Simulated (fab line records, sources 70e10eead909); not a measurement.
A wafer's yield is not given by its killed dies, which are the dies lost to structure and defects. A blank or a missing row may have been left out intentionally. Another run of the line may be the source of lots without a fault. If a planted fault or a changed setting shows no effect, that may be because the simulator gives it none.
A lot that was struck, set against a sound lot    flow nandHarc    18 steps out of a route of 1159
Sound: these wafers, L601.3, L601.5, L601.6. Wafers L606.1, L606.4, L606.6 were the ones struck. The cause is named last.
Each step with rows lists, per side, the tool, then ch with its chambers, then its first start. Under that, the readings that differ: sound wafers    struck wafers    difference of the means    sigmas: that difference in standard deviations of wafers without a fault.
alike: readings with means less than 2 such deviations apart, plus words and numbers identical on both sides. not compared: withheld readings, readings lacking a value on some wafer, bounds such as >300 that could conceal the same value, and numbers that have no deviation in the record and whose values overlap.
A row with sigmas, a row that says differs or no value, or rows on one side alone: a step with any of these is where the two part. Numbers that have no deviation but don't overlap get no sigmas and don't part them. A reading missing from all wafers of one side parts the sides only when that side holds two or more wafers.

NHARC_P_GATE_CD_MEAS_46: target cd 720 nm.
  sound on cdSem-03 ch 0, day 6 18:40; struck on cdSem-02 ch 0, day 7 18:20
  alike: cdNm
then, 1 step without rows for these wafers: NHARC_P_GATE_HARDBAKE_47 (time 80 s).
NHARC_P_GATE_DESCUM_48: chemistry O2, time 3 s.
  sound on rieDiel-10 ch 0,1,2, day 6 18:52; struck on rieDiel-12 ch 1,2,3, day 7 18:29
  alike: drypumpMotorCurrentA, oesProductAu, rfVppV, showerheadPlenumPTorr, throttleValvePct
  not compared: rfHoursCounterH
next, for these wafers, 1 step has no rows: NHARC_P_GATE_IMPLANT_49.
NHARC_P_GATE_STRIP_111: strips in N2/H2, time 250 s.
  sound on plasmaAsher-02 ch 0,1, day 6 19:20; struck on plasmaAsher-02 ch 0,1, day 7 18:54
  alike: drypumpMotorCurrentA, heaterPowerW, tempC
  not compared: rfHoursCounterH
NHARC_P_GATE_STRIP_75: strips in O2.
  sound on plasmaAsher-02 ch 0,1, day 6 19:34; struck on plasmaAsher-02 ch 0,1, day 7 19:11
  alike: drypumpMotorCurrentA, heaterPowerW, tempC
  not compared: rfHoursCounterH
then, 6 steps without rows for these wafers: NHARC_P_GATE_STRIP_50 (strips in SPM, time 900 s); NHARC_P_GATE_DEHYDRATE_51 (time 120 s); NHARC_P_GATE_HMDS_52 (time 30 s); NHARC_P_GATE_COAT_53; NHARC_P_GATE_SOFTBAKE_54 (time 95 s); NHARC_P_GATE_EBR_55.
NHARC_P_GATE_EXPOSE_56: exposes mask P PSD, target cd 720 nm.
  sound on krfScanner-04 ch 0, day 6 20:14; struck on krfScanner-02 ch 0, day 7 19:50
reading            sound                 struck                difference  sigmas
exposureDoseMJCm2  14.794 14.804 14.784  11.232 11.245 11.250  -3.552      -99 or more
  alike: mask
then, 2 steps without rows for these wafers: NHARC_P_GATE_PEB_57 (peb time 85 s); NHARC_P_GATE_DEVELOP_58 (time 70 s).
NHARC_P_GATE_CD_MEAS_59: target cd 720 nm.
  sound on cdSem-01 ch 0, day 6 20:23; struck on cdSem-03 ch 0, day 7 19:59
reading    sound              struck             difference  sigmas
cdNm (nm)  720.3 722.2 721.7  671.6 672.1 670.5  -50.0       -31
then, 2 steps without rows for these wafers: NHARC_P_GATE_HARDBAKE_60 (time 80 s); NHARC_END_SORT_01.

== WHERE THEY PART ==
At NHARC_P_GATE_EXPOSE_56 first; at NHARC_P_GATE_CD_MEAS_59 last (within this record only).

WHY: what had been put in by the simulator
Process parameters drifting: krfScanner-02 at NHARC_P_GATE_EXPOSE_56, beginning at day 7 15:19. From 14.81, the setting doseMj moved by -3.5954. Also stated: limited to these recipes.
